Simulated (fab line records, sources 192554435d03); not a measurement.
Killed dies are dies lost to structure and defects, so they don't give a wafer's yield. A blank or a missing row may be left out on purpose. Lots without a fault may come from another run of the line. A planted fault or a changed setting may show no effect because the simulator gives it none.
Which tool did it? | flow n5_finfet | 12 lots, 36 wafers sampled, at 3 steps of a route of 1938

WHAT THE GAUGES READ, wafer by wafer
N5_BEOL_M13_CD_MEAS_28: target cd 209.5 nm.
lot  | measured     | on        | cd_nm (nm)
L076 | day 11 16:14 | cd_sem-03 | 210.7 210.6 210.7
L079 | day 12 00:44 | cd_sem-02 | 210.4 209.4 210.1
L078 | day 12 08:47 | cd_sem-01 | 212.0 210.7 210.1
L081 | day 13 02:00 | cd_sem-02 | 210.1 210.7 211.3
L083 | day 13 14:42 | cd_sem-01 | 209.3 208.9 209.4
L086 | day 14 02:26 | cd_sem-03 | 207.0 208.5 208.3
L088 | day 14 13:47 | cd_sem-01 | 209.3 208.9 208.3
L090 | day 15 05:30 | cd_sem-03 | 207.3 207.7 208.6
L091 | day 15 14:50 | cd_sem-03 | 209.6 209.1 210.5
L093 | day 16 02:23 | cd_sem-01 | 209.7 208.9 209.1
L096 | day 16 23:10 | cd_sem-01 | 208.5 208.4 208.8
L097 | day 17 05:25 | cd_sem-01 | 209.7 209.5 208.3

WHICH TOOL RAN EACH LOT (tool, then ch and the chambers of the sampled wafers, then the start)
lot  | N5_BEOL_M12_TRENCH_ETCH_34         | N5_BEOL_M12_PRE_CLEAN_42
L076 | rie_diel-06 ch 1,2, day 11 08:08   | pvd_sputter-01, day 11 13:15
L079 | rie_diel-06 ch 1,2, day 11 19:57   | pvd_sputter-03, day 11 22:07
L078 | rie_diel-02 ch 0,2,3, day 12 03:20 | pvd_sputter-02, day 12 05:49
L081 | rie_diel-02 ch 0,1,3, day 12 19:02 | pvd_sputter-03, day 12 23:11
L083 | rie_diel-05 ch 0,1,2, day 13 08:43 | pvd_sputter-01, day 13 12:03
L086 | rie_diel-02 ch 0,1,3, day 13 22:11 | pvd_sputter-02, day 13 23:47
L088 | rie_diel-06 ch 0,1, day 14 06:10   | pvd_sputter-01, day 14 11:05
L090 | rie_diel-02 ch 0,1,3, day 14 23:34 | pvd_sputter-01, day 15 02:23
L091 | rie_diel-02 ch 1,3, day 15 09:19   | pvd_sputter-03, day 15 11:49
L093 | rie_diel-02 ch 0,1, day 15 16:07   | pvd_sputter-01, day 15 22:32
L096 | rie_diel-02 ch 0,1, day 16 12:14   | pvd_sputter-03, day 16 20:23
L097 | rie_diel-02 ch 1,3, day 16 21:57   | pvd_sputter-01, day 17 01:47
- N5_BEOL_M12_TRENCH_ETCH_34: etches SiOC in C4F8/O2/Ar, target depth 318.95 nm, time 125.5 s.
- N5_BEOL_M12_PRE_CLEAN_42: time 30 s.

THE ANSWER, worked out from the rows above alone
Rule: what is usual is taken from the lots themselves. Put in order of their means at a reading, lots are off if they are a third of the lots or fewer, leave a main group of 4 or more, and stand apart from it by a gap of 3 or more times the standard deviation of the main group's means; of several such gaps the widest counts. A main group whose means are all the same, to the digits that the tables above print for the reading, isn't used. A lot without any number at a reading at which 4 lots or more have one is off too. The other lots that the step has rows for count as sound.
No lot is off at any reading shown: from this, nothing can be told.

WHAT THE SIMULATOR HAD PUT IN
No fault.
